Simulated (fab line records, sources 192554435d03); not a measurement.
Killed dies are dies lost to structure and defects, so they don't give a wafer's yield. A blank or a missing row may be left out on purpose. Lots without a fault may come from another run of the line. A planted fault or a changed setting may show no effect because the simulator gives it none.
Problem report in the 8D (eight disciplines) form, filled by code | flow n5_finfet | the parts of the form that need people (team, actions taken, sign-off) are left out

1. THE PROBLEM
killed_at_M0_to_M3 at N5_PASSIVATION_PROBE_49 reads a mean of 97 on 4 wafers of 3 lots; wafers without a fault read 34 with a standard deviation of 9.2. That is +6.8 standard deviations from the usual mean.
First seen on wafer L535.1, day 16 04:29, on prober-02. The record holds 8 wafers of 3 lots with a number at this step. Rule for "out", or "out of limits": more than 4 standard deviations from the usual mean. The other wafers with a number count as sound.

2. WHAT IT IS AND WHAT IT IS NOT
question                    | is                             | is not
which readings at this step | killed_at_M0_to_M3             | killed_at_M4_up, killed_at_contacts, killed_at_front_end, killed_at_other, killed_open, killed_short
which lots                  | L532, L535, L538               | -
which wafers of those lots  | L532.4, L535.1, L535.5, L538.1 | L532.3, L532.5, L538.2, L538.4
read on which tools         | prober-01, prober-02           | -
when                        | from day 16 04:29              | up to then (0 sound wafers); but 4 sound wafers of L532, L538 came after

3. SUSPECTS, AND WHAT RULES EACH OUT
Counting: a tool at a process step up to the reading stays a suspect if it ran every lot that is out. Sound lots after the first of them don't rule it out here, since some wafers of a struck lot are sound.
- ald_metal-03 at N5_BEOL_M2_ALD_84 (deposits TaN, pulse time 2 s, purge time 3 s, co reactant purge time 2 s): kept. It ran every lot that is out, first L532 (day 10 08:30).
- Within ald_metal-03 at N5_BEOL_M2_ALD_84: the wafers that are out ran in chamber 1; their sound lot-mates ran in chambers 0, 2, 3.
Left after counting: ald_metal-03 at N5_BEOL_M2_ALD_84.

4. THE CAUSE (what the simulator had put in)
Chamber particle source: ald_metal-03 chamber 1, from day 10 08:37 on, at N5_BEOL_M2_ALD_84. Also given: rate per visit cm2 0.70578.
Counting left only this tool.

5. THE CHAIN OF EFFECTS, in route order
Each row: a reading whose mean over the struck wafers that have a number lies more than 3 standard deviations from the usual. Only readings for which the record gives a usual standard deviation are gone through. hours: the time from each lot's start at the first step in this table that gives one to its start at this step, as a median over the lots. sigmas: the change in usual standard deviations.
hours | step                    | reading              | usual  | on struck wafers | change | sigmas
0     | N5_PASSIVATION_PROBE_49 | defect_limited_yield | 91.3 % | 86.4             | -4.9   | -3.5
0     | N5_PASSIVATION_PROBE_49 | killed_at_M0_to_M3   | 34     | 97               | +63    | +6.8
0     | N5_PASSIVATION_PROBE_49 | killed_dies          | 102    | 160              | +58    | +3.4
0     | N5_PASSIVATION_PROBE_49 | killed_on_rim        | 13     | 32               | +20    | +5.0
0     | N5_PASSIVATION_PROBE_49 | sort_n_pass          | 1078   | 1020             | -58    | -3.4
0     | N5_PASSIVATION_PROBE_49 | sort_yield_pct       | 91.3 % | 86.4             | -4.9   | -3.5
The process steps in it:
- N5_PASSIVATION_PROBE_49

6. WHAT WOULD HAVE CAUGHT IT SOONER
In this record the first reading out of limits was taken at day 16 04:29, 140 hours after the fault began at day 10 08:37.
Of the tool readings at N5_BEOL_M2_ALD_84 for which the record gives a usual standard deviation, none was out on any struck wafer, so an alarm limit of 4 standard deviations on them would not have fired.
All the lots that are out (3) had begun N5_BEOL_M2_ALD_84 on ald_metal-03 by day 16 04:29. A hold on the tool at that time would have spared none of them.
